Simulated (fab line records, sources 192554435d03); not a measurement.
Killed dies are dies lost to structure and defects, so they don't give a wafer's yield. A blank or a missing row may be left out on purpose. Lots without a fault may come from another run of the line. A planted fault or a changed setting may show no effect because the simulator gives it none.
Chamber matching | flow n5_finfet | N5_BEOL_M13_ETCH_59 on rie_diel-05: 4 sister chambers
The step etches BARC in N2/H2, target depth 89 nm, overetch 26.7 nm, time 67.9 s. 4 wafers are shown with their chamber, then 7 later ones without.

WAFERS WITH THEIR CHAMBER
wafer  | chamber | drypump_motor_current_A (A)
L084.3 | 2       | 5.7
L086.2 | 0       | 5.2
L090.1 | 1       | 5.8
L090.2 | 3       | 5.7

WAFERS WITHOUT THEIR CHAMBER
wafer  | drypump_motor_current_A (A)
L090.4 | 5.6
L092.1 | 5.7
L092.2 | 5.2
L092.6 | 5.8
L093.1 | 5.2
L093.3 | 5.9
L093.6 | 5.8

WHICH CHAMBER EACH WENT THROUGH
wafer  | from the rows above          | in truth
L090.4 | can't be placed: 2 or 3 or 1 | 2
L092.1 | can't be placed: 2 or 3 or 1 | 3
L092.2 | 0                            | 0
L092.6 | can't be placed: 1 or 2 or 3 | 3
L093.1 | 0                            | 0
L093.3 | can't be placed: 1 or 2 or 3 | 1
L093.6 | can't be placed: 1 or 2 or 3 | 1
Placed correctly: 2 of 7. Can't be placed from these rows: 5 (the true chamber is among the candidates in 5). Placed wrongly: 0.
How it was worked out, from the rows above alone: a wafer's distance from a chamber is the root of the sum, over the readings, of the square of ((its reading less the chamber's mean) divided by the reading's scatter). The wafer belongs to the nearest chamber; if the next one is less than 2 further off, it can't be placed. A chamber's mean is the mean of its shown wafers. The scatter: with one shown wafer a chamber, the root of the mean of the squares of how far each hidden wafer lies from its nearest shown one.
